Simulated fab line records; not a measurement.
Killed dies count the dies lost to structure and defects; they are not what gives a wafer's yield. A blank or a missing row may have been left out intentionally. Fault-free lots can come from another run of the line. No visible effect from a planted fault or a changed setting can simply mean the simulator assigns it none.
Comparing a struck lot with a sound one | flow nandHarc | 12 steps out of a route of 1302
Sound: the wafers L492.1, L492.3, L492.4. Wafers L505.2, L505.5, L505.6 were the ones struck. At the end, the cause is stated.
For every step that has rows: the tool of each side, followed by ch and its chambers, followed by its first start. Under that, the readings that differ: sound wafers | struck wafers | difference of the means | sigmas: that difference in standard deviations of wafers without a fault.
alike: words and numbers the same on both sides, and readings whose means are apart by under 2 such deviations; not compared: readings that were withheld, readings missing a value for some wafer, numbers with overlapping values and no deviation given by the record, and bounds like >300 which may hide the same value.
The two part at a step that has a row with sigmas, a row that says differs or no value, or rows on one side only. Numbers that don't overlap but have no deviation are shown without sigmas and don't part them. Lack of a reading on every wafer of one side parts them only where that side has two or more wafers.

NHARC_A_SOURCE_PLATE_THK_MEAS_09: measures by ellipsometry.
  sound: filmMetro-02 at day 7 13:19; struck: filmMetro-01 at day 13 11:26
  alike: thkNm
then, 3 steps without rows for these wafers: NHARC_A_SOURCE_PLATE_PVD_04 (deposits WSi2, target thk 50 nm); NHARC_A_SOURCE_PLATE_CVD_03 (deposits poly-Si, target thk 200 nm, time 4000 s); NHARC_A_SOURCE_PLATE_ANNEAL_05 (time 1800 s).
NHARC_A_SOURCE_PLATE_THK_MEAS_06: measures by ellipsometry.
  sound: filmMetro-02 at day 8 03:53; struck: filmMetro-02 at day 14 00:23
  alike: thkNm
NHARC_A_SOURCE_PLATE_INSPECT_08:
  sound: defectInspect-01 at day 8 03:58; struck: defectInspect-01 at day 14 00:29
  alike: rawDefectCount
following that, 1 step holds no rows for these wafers, namely NHARC_A_ONON_D1_DEP_00 (target thickness 1000 nm).
NHARC_A_ONON_D1_THK_MEAS_02: measures by ellipsometry.
  sound: filmMetro-02 at day 8 04:32; struck: filmMetro-01 at day 14 01:22
  alike: thkNm
following that, 1 step holds no rows for these wafers, namely NHARC_A_ONON_D1_DEP_03 (target thickness 1000 nm).
NHARC_A_ONON_D1_THK_MEAS_05: measures by ellipsometry.
  sound: filmMetro-01 at day 8 05:06; struck: filmMetro-01 at day 14 01:56
  alike: thkNm
NHARC_A_ONON_D1_DEP_06: target thk 1000 nm.
  sound on pecvdOnon-02 ch 0, day 8 05:09; struck on pecvdOnon-02 ch 0, day 14 02:04
NHARC_A_ONON_D1_THK_MEAS_08: measures by ellipsometry.
  sound: filmMetro-01 at day 8 05:40; struck: filmMetro-02 at day 14 02:41
reading    | sound          | struck      | difference | sigmas
thkNm (nm) | 1018 1019 1021 | 931 931 932 | -88        | -9
  not compared: hold

== WHERE THEY PART ==
NHARC_A_ONON_D1_THK_MEAS_08 only, going by this record.

WHY: what had been put in by the simulator
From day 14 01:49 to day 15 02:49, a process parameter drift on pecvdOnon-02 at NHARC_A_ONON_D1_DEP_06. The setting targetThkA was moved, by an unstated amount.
